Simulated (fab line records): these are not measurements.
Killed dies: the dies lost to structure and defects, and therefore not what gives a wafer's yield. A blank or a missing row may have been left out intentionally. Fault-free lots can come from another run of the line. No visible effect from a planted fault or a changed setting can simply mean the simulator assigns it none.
Chamber matching | flow n5_finfet | 4 sister chambers for N5_BEOL_M14_ETCH_67 on rie_diel-06
The step etches SiARC in CF4, target depth 143 nm, time 238.3 s. 8 wafers are shown with their chamber, then 8 later ones without.

WAFERS WITH THEIR CHAMBER
wafer  | chamber | showerhead_plenum_p_Torr (Torr) | throttle_valve_pct (%)
L078.4 | 1       | 2.11                            | 15.47
L078.6 | 0       | 2.20                            | 16.07
L079.3 | 0       | 2.20                            | 16.11
L079.5 | 3       | 2.05                            | 15.87
L086.1 | 2       | 2.19                            | 15.89
L086.3 | 3       | 2.05                            | 15.88
L086.5 | 1       | 2.10                            | 15.52
L088.2 | 2       | 2.19                            | 15.89

WAFERS WITH NO CHAMBER GIVEN
wafer  | showerhead_plenum_p_Torr (Torr) | throttle_valve_pct (%)
L088.3 | 2.10                            | 15.54
L088.4 | 2.10                            | 15.52
L092.3 | 2.04                            | 15.92
L092.5 | 2.19                            | 15.55
L092.6 | 2.10                            | 15.55
L094.3 | 2.19                            | 15.39
L094.5 | 2.19                            | 15.63
L094.6 | 2.09                            | 15.58

WHICH CHAMBER EACH ONE RAN IN
wafer  | from the rows above | in truth
L088.3 | 1                   | 1
L088.4 | 1                   | 1
L092.3 | 3                   | 3
L092.5 | 2                   | 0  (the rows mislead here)
L092.6 | 1                   | 1
L094.3 | 2                   | 2
L094.5 | 2                   | 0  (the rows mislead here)
L094.6 | 1                   | 1
Correct placement for 6 of the 8. Not placeable from these rows: 0. 2 placed wrongly.
How it was worked out, from the rows above alone: a wafer's distance from a chamber is the root of the sum, over the readings, of the square of ((its reading less the chamber's mean) divided by the reading's scatter). The wafer belongs to the nearest chamber; if the next one is less than 2 further off, it can't be placed. Each chamber's mean is taken over the wafers shown for it. The scatter: the root of (the sum of the squares of (reading less its chamber's mean) over the shown wafers, divided by (wafers less chambers)).
